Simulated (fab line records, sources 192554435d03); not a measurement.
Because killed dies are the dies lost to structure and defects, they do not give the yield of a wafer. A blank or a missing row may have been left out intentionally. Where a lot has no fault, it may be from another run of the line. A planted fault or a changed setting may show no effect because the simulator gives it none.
A struck lot beside a sound one -- flow n5 finfet -- 36 out of 1938 route steps
Sound: these wafers, L298.2, L298.4, L298.5. Struck: wafers L288.1, L288.4, L288.5. The cause is named last.
Per side, at each step with rows, come the tool, then ch with its chambers, and then its first start. Under that, the readings that differ: sound wafers -- struck wafers -- difference of the means -- sigmas: that difference in standard deviations of wafers without a fault.
alike: a reading whose means differ by less than 2 such deviations, as well as words and numbers matching on both sides. not compared: withheld readings; readings where some wafer has no value; bounds like >300 that might hide an equal value; numbers whose values overlap and for which the record gives no deviation.
A row with sigmas, a row that says differs or no value, or rows on one side alone: a step with any of these is where the two part. Numbers that don't overlap but have no deviation are shown without sigmas and don't part them. A reading that every wafer of one side lacks parts them only if that side has two wafers or more.

first, 9 steps without rows for these wafers: N5_BEOL_M10_SURFACE_TREAT_76; N5_BEOL_M10_CVD_75 (deposits Co from CCTBA/H2, target thk 2 nm, time 138.9 s); N5_BEOL_M10_SPUTTER_48 (material Cu, target thk 12 nm, time 2 s); N5_BEOL_M10_ECD_50 (material Cu, target thk 318 nm); N5_BEOL_M10_ANNEAL_51 (time 90 s); N5_BEOL_M10_CMP_52 (polishes, stops on SiCOH lowk, t overpolish 7 s, target thk 140 nm); N5_BEOL_M10_PRE_CLEAN_55 (time 15 s); N5_BEOL_M10_DEP_56 (deposits SiCN from 3MS/NH3, target thk 15 nm, time 26.5 s); N5_BEOL_M11_ILD_DEP_00 (deposits SiCOH lowk from DEMS/porogen, target thk 308.51 nm, time 58 s).
N5_BEOL_M11_CURE_71: cures SiCOH lowk, time 240 s.
  sound on uv cure-02 ch 2, day 15 01:22; struck on uv cure-01 ch 0, day 12 20:01
  no value came back on the struck wafers for lamp power pct (%), run length s (s), wafer_temp_C_max; on the sound wafers lamp power pct (%) reads 52.27 52.23 52.34
reading,sound,struck,difference,sigmas
model.SiCOH_lowk_of_BEOL_M11_ILD_DEP_00.thk nm (nm),263.2 268.8 270.6,304 311 310.6,+41,
N5_BEOL_M11_THK_MEAS_01:
  struck on film metro-02, day 12 20:31; sound on film metro-01, day 15 01:47
reading,sound,struck,difference,sigmas
M11_ILD_THK (nm),263 269 271,304 311 311,+41,+13
then, 24 steps without rows for these wafers: N5_BEOL_M11_PECVD_70 (deposits SiO2 from TEOS/O2, target thk 20 nm, time 22.7 s); N5_BEOL_M11_HM_DEP_02 (deposits TiN, target thk 20 nm); N5_BEOL_M11_COAT_59 (time 60 s, resist thk 100 nm); N5_BEOL_M11_COAT_60 (time 60 s, resist thk 30 nm); N5_BEOL_M11_COAT_05 (resist thk 90 nm); N5_BEOL_M11_EBR_07; N5_BEOL_M11_SOFTBAKE_06 (time 60 s); N5_BEOL_M11_EXPOSE_08 (exposes mask M11); N5_BEOL_M11_PEB_09 (peb time 60 s); N5_BEOL_M11_DEVELOP_10 (develop time 30 s); N5_BEOL_M11_DESCUM_16 (chemistry O2, time 7.9 s); N5_BEOL_M11_ETCH_61 (etches SiARC in CF4, target depth 39 nm, time 65 s); N5_BEOL_M11_ETCH_62 (etches SOC in N2/H2, target depth 110 nm, overetch 22 nm, time 165 s); N5_BEOL_M11_STRIP_68 (strips in N2/H2); N5_BEOL_M11_STRIP_67 (strips in CF4); N5_BEOL_M11_HM_OPEN_17 (chemistry Cl2/BCl3, target TiN, target depth 20 nm, overetch 6 nm); N5_BEOL_M11_STRIP_19 (strips in O2); N5_BEOL_M11_COAT_63 (time 60 s, resist thk 100 nm); N5_BEOL_M11_COAT_64 (time 60 s, resist thk 30 nm); N5_BEOL_M11_COAT_22 (resist thk 90 nm); N5_BEOL_M11_EBR_24; N5_BEOL_M11_SOFTBAKE_23 (time 60 s); N5_BEOL_M11_EXPOSE_25 (exposes mask V10); N5_BEOL_M11_PEB_26 (peb time 60 s).
N5_BEOL_M11_CMP_52: polishes, stops on SiCOH lowk, t overpolish 7 s, target thk 140 nm.
  sound on cmp-03 ch 0,1, day 15 07:25; struck on cmp-01 ch 0,1,3, day 13 01:57
reading,sound,struck,difference,sigmas
model.SiCOH_lowk_of_BEOL_M11_ILD_DEP_00.thk nm (nm),260.2 265.8 267.6,301 308 307.6,+41,
  alike: head pressure psi, motor current A

## WHERE THEY PART
First at N5_BEOL_M11_CURE_71; last, within this record, at N5_BEOL_M11_THK_MEAS_01. Later steps at which nothing parts them and some readings are alike: N5_BEOL_M11_CMP_52.

WHY: what the simulator had put in
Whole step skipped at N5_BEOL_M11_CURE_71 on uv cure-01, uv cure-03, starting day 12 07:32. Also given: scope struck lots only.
